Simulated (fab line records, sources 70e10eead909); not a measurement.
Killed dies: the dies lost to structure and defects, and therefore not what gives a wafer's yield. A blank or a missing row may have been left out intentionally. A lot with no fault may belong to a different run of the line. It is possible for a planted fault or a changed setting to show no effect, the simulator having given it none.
Chamber matching    flow nand_harc    3 sister chambers for NHARC_P_CONTACT_DEP_30 on pecvd-02
The step deposits SiNx, target thk 30 nm. 18 wafers are shown with their chamber, then 9 later ones without.

## WAFERS PAIRED WITH THEIR CHAMBERS
wafer   chamber  heater_power_w (W)  heater_power_outer_w (W)  rf_fwd_power_W (W)
L504.2  0        676                 421                       447.6
L504.5  1        734                 452                       446.6
L504.6  0        670                 418                       449.7
L506.1  0        734                 458                       447.8
L506.3  1        713                 441                       449.9
L506.4  2        704                 416                       450.4
L507.2  0        715                 465                       449.4
L507.3  1        750                 470                       449.8
L507.6  0        715                 470                       450.9
L511.1  0        673                 402                       448.5
L511.4  2        744                 462                       447.4
L511.6  1        751                 477                       447.1
L513.1  1        750                 461                       448.3
L513.2  0        635                 399                       449.9
L513.6  2        712                 447                       449.9
L519.1  1        719                 438                       452.3
L519.3  2        670                 410                       447.0
L519.6  2        672                 410                       447.3

SIGNATURES (means of the wafers above)
reading               chamber 0  chamber 1  chamber 2  scatter within a chamber
heater_power_w        688.29     736.17     700.40     28.6
heater_power_outer_w  433.29     456.50     429.00     24.5
rf_fwd_power_W        449.114    449.000    448.400    1.66
Rule: for a wafer and a chamber, the distance is found by dividing, reading by reading, the gap between the wafer's reading and the chamber's mean by the reading's scatter, squaring, summing and taking the root. The wafer belongs to the nearest chamber; if the next one is less than 2 further off, it can't be placed. The scatter: take each reading less its chamber's mean, square it, sum over the shown wafers, divide by the number of wafers less the number of chambers, and take the root.

## WAFERS MISSING THEIR CHAMBER
wafer   heater_power_w (W)  heater_power_outer_w (W)  rf_fwd_power_W (W)
L520.1  770                 469                       449.9
L520.4  754                 467                       449.1
L520.5  692                 431                       450.8
L523.4  715                 443                       447.9
L523.5  765                 480                       448.4
L523.6  639                 373                       447.5
L525.4  610                 358                       449.5
L525.5  676                 409                       449.7
L525.6  699                 429                       447.4

## WHICH CHAMBER EACH WENT THROUGH
wafer   from the rows above           in truth
L520.1  can't be placed: 1 or 2 or 0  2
L520.4  can't be placed: 1 or 2 or 0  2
L520.5  can't be placed: 0 or 2 or 1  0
L523.4  can't be placed: 2 or 1 or 0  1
L523.5  can't be placed: 1 or 2 or 0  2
L523.6  can't be placed: 0 or 2 or 1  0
L525.4  can't be placed: 0 or 2 or 1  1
L525.5  can't be placed: 0 or 2 or 1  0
L525.6  can't be placed: 2 or 0 or 1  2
Correct placement for 0 of the 9. Unplaceable from these rows: 9, with the true chamber sitting among the candidates in 9. Number placed wrongly: 0.
